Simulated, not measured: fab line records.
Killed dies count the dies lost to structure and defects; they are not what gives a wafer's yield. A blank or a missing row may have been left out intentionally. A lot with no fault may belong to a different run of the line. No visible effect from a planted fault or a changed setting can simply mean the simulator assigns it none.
Matching of chambers | flow n5 finfet | 4 sister chambers for N5_MOL_CONTACT_COAG_ETCH_110 on rie diel-05
The step etches Si in CF4/O2, target depth 2.5 nm, time 8 s. 27 wafers are shown with their chamber, then 12 later ones without.

## WAFERS WITH THEIR CHAMBER
wafer  | chamber | drypump motor current A (A) | showerhead plenum p Torr (Torr) | throttle valve pct (%)
L075.3 | 1       | 5.6                         | 2.29                            | 10.75
L075.5 | 3       | 6.5                         | 2.13                            | 11.02
L075.6 | 0       | 5.4                         | 2.31                            | 10.98
L076.2 | 0       | 5.4                         | 2.31                            | 10.98
L076.5 | 2       | 5.2                         | 2.30                            | 11.10
L076.6 | 3       | 6.5                         | 2.13                            | 11.03
L077.2 | 1       | 5.6                         | 2.29                            | 10.75
L077.4 | 2       | 5.2                         | 2.30                            | 11.12
L077.6 | 3       | 6.5                         | 2.12                            | 11.03
L078.3 | 2       | 5.2                         | 2.30                            | 11.13
L078.4 | 0       | 5.4                         | 2.30                            | 11.00
L078.6 | 2       | 5.2                         | 2.30                            | 11.12
L079.2 | 0       | 5.4                         | 2.30                            | 11.01
L079.3 | 3       | 6.4                         | 2.12                            | 11.05
L079.4 | 2       | 5.2                         | 2.30                            | 11.13
L080.2 | 1       | 5.6                         | 2.28                            | 10.78
L080.4 | 3       | 6.5                         | 2.12                            | 11.05
L080.6 | 1       | 5.6                         | 2.28                            | 10.77
L081.1 | 2       | 5.2                         | 2.30                            | 11.14
L081.4 | 1       | 5.6                         | 2.28                            | 10.78
L081.6 | 3       | 6.5                         | 2.12                            | 11.08
L083.3 | 0       | 5.4                         | 2.30                            | 11.04
L083.4 | 2       | 5.2                         | 2.30                            | 11.16
L083.5 | 2       | 5.2                         | 2.30                            | 11.14
L084.2 | 3       | 6.4                         | 2.12                            | 11.08
L084.4 | 1       | 5.6                         | 2.28                            | 10.79
L084.6 | 3       | 6.5                         | 2.12                            | 11.09

SIGNATURES (means of the wafers above)
reading                  | chamber 0 | chamber 1 | chamber 2 | chamber 3 | scatter within a chamber
drypump motor current A  | 5.400     | 5.600     | 5.200     | 6.475     | 0.0255
showerhead plenum p Torr | 2.3040    | 2.2833    | 2.3000    | 2.1225    | 0.00419
throttle valve pct       | 11.0020   | 10.7700   | 11.1300   | 11.0538   | 0.0219
Rule: for each reading, subtract the chamber's mean from the wafer's reading, divide by that reading's scatter and square the result; add these up over the readings and take the root, which gives the wafer's distance from the chamber. If the next closest chamber is less than 2 further off than the closest, the wafer can't be placed; otherwise it belongs to the closest. The scatter: the root of (the sum of the squares of (reading less its chamber's mean) over the shown wafers, divided by (wafers less chambers)).

## WAFERS MISSING THEIR CHAMBER
wafer  | drypump motor current A (A) | showerhead plenum p Torr (Torr) | throttle valve pct (%)
L085.1 | 5.6                         | 2.28                            | 10.83
L085.2 | 6.5                         | 2.12                            | 11.09
L085.6 | 5.6                         | 2.28                            | 10.82
L088.1 | 5.2                         | 2.30                            | 11.15
L088.2 | 5.6                         | 2.28                            | 10.81
L088.3 | 6.5                         | 2.12                            | 11.09
L091.2 | 5.2                         | 2.29                            | 11.20
L091.3 | 5.6                         | 2.28                            | 10.85
L091.6 | 5.6                         | 2.28                            | 10.84
L092.2 | 5.6                         | 2.27                            | 10.87
L092.3 | 5.4                         | 2.29                            | 11.11
L092.4 | 5.4                         | 2.29                            | 11.11

## CHAMBER TAKEN BY EACH
wafer  | from the rows above | in truth
L085.1 | 1                   | 1
L085.2 | 3                   | 3
L085.6 | 1                   | 1
L088.1 | 2                   | 2
L088.2 | 1                   | 1
L088.3 | 3                   | 3
L091.2 | 2                   | 2
L091.3 | 1                   | 1
L091.6 | 1                   | 1
L092.2 | 1                   | 1
L092.3 | 0                   | 0
L092.4 | 0                   | 0
Correctly placed: 12 of 12. Left unplaced by these rows: 0. Wrongly placed: 0.
